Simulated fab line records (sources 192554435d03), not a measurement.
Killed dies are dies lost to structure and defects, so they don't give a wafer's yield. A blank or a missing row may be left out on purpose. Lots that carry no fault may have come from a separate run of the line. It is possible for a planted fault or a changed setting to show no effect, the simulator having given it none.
Chamber matching :: flow n5_finfet :: rie_si-01 running N5_DUMMY_GATE_TRIM_49: 4 sister chambers
The step chemistry O2, time 29 s, target cd 14 nm. 20 wafers are shown with their chamber, then 10 later ones without.

## EACH WAFER AND ITS CHAMBER
wafer: L082.4
chamber: 0
throttle_valve_pct (%): 8.07
oes_product_au (a.u.): 1.018

wafer: L082.5
chamber: 0
throttle_valve_pct (%): 8.07
oes_product_au (a.u.): 1.009

wafer: L082.6
chamber: 3
throttle_valve_pct (%): 7.86
oes_product_au (a.u.): 0.988

wafer: L084.1
chamber: 0
throttle_valve_pct (%): 8.07
oes_product_au (a.u.): 1.011

wafer: L084.2
chamber: 1
throttle_valve_pct (%): 8.00
oes_product_au (a.u.): 1.023

wafer: L084.3
chamber: 2
throttle_valve_pct (%): 8.21
oes_product_au (a.u.): 1.023

wafer: L084.4
chamber: 3
throttle_valve_pct (%): 7.86
oes_product_au (a.u.): 0.982

wafer: L084.5
chamber: 3
throttle_valve_pct (%): 7.87
oes_product_au (a.u.): 0.988

wafer: L084.6
chamber: 0
throttle_valve_pct (%): 8.06
oes_product_au (a.u.): 1.015

wafer: L086.2
chamber: 2
throttle_valve_pct (%): 8.21
oes_product_au (a.u.): 1.018

wafer: L086.3
chamber: 0
throttle_valve_pct (%): 8.06
oes_product_au (a.u.): 1.013

wafer: L086.4
chamber: 3
throttle_valve_pct (%): 7.87
oes_product_au (a.u.): 0.989

wafer: L087.1
chamber: 2
throttle_valve_pct (%): 8.20
oes_product_au (a.u.): 1.016

wafer: L087.2
chamber: 3
throttle_valve_pct (%): 7.86
oes_product_au (a.u.): 0.984

wafer: L087.6
chamber: 0
throttle_valve_pct (%): 8.05
oes_product_au (a.u.): 1.011

wafer: L088.2
chamber: 0
throttle_valve_pct (%): 8.05
oes_product_au (a.u.): 1.017

wafer: L088.5
chamber: 0
throttle_valve_pct (%): 8.07
oes_product_au (a.u.): 1.012

wafer: L088.6
chamber: 1
throttle_valve_pct (%): 8.00
oes_product_au (a.u.): 1.016

wafer: L090.2
chamber: 3
throttle_valve_pct (%): 7.88
oes_product_au (a.u.): 0.984

wafer: L090.3
chamber: 2
throttle_valve_pct (%): 8.20
oes_product_au (a.u.): 1.011

SIGNATURES, as means of the wafers listed above
reading: throttle_valve_pct
chamber 0: 8.0625
chamber 1: 8.0000
chamber 2: 8.2050
chamber 3: 7.8667
scatter within a chamber: 0.00784

reading: oes_product_au
chamber 0: 1.01325
chamber 1: 1.01950
chamber 2: 1.01700
chamber 3: 0.98583
scatter within a chamber: 0.00361
Rule: a wafer lies at a distance from a chamber equal to the root of the sum of squares, over the readings, of (its reading less the chamber's mean, divided by the reading's scatter). The wafer belongs to the nearest chamber; if the next one is less than 2 further off, it can't be placed. The scatter: the root of (the sum of the squares of (reading less its chamber's mean) over the shown wafers, divided by (wafers less chambers)).

## WAFERS WITHOUT THEIR CHAMBER
wafer: L090.4
throttle_valve_pct (%): 8.00
oes_product_au (a.u.): 1.026

wafer: L092.1
throttle_valve_pct (%): 8.01
oes_product_au (a.u.): 1.027

wafer: L092.2
throttle_valve_pct (%): 8.22
oes_product_au (a.u.): 1.006

wafer: L092.3
throttle_valve_pct (%): 8.07
oes_product_au (a.u.): 1.011

wafer: L092.4
throttle_valve_pct (%): 7.87
oes_product_au (a.u.): 0.984

wafer: L092.5
throttle_valve_pct (%): 8.07
oes_product_au (a.u.): 1.007

wafer: L092.6
throttle_valve_pct (%): 7.99
oes_product_au (a.u.): 1.018

wafer: L095.1
throttle_valve_pct (%): 8.19
oes_product_au (a.u.): 1.013

wafer: L095.4
throttle_valve_pct (%): 8.07
oes_product_au (a.u.): 1.019

wafer: L095.5
throttle_valve_pct (%): 7.86
oes_product_au (a.u.): 0.990

## WHICH CHAMBER EACH WENT THROUGH
wafer: L090.4
from the rows above: 1
in truth: 1

wafer: L092.1
from the rows above: 1
in truth: 1

wafer: L092.2
from the rows above: 2
in truth: 2

wafer: L092.3
from the rows above: 0
in truth: 0

wafer: L092.4
from the rows above: 3
in truth: 3

wafer: L092.5
from the rows above: 0
in truth: 0

wafer: L092.6
from the rows above: 1
in truth: 1

wafer: L095.1
from the rows above: 2
in truth: 2

wafer: L095.4
from the rows above: 0
in truth: 0

wafer: L095.5
from the rows above: 3
in truth: 3
10 of 10 placed correctly. Left unplaced by these rows: 0. Placed wrongly: 0.
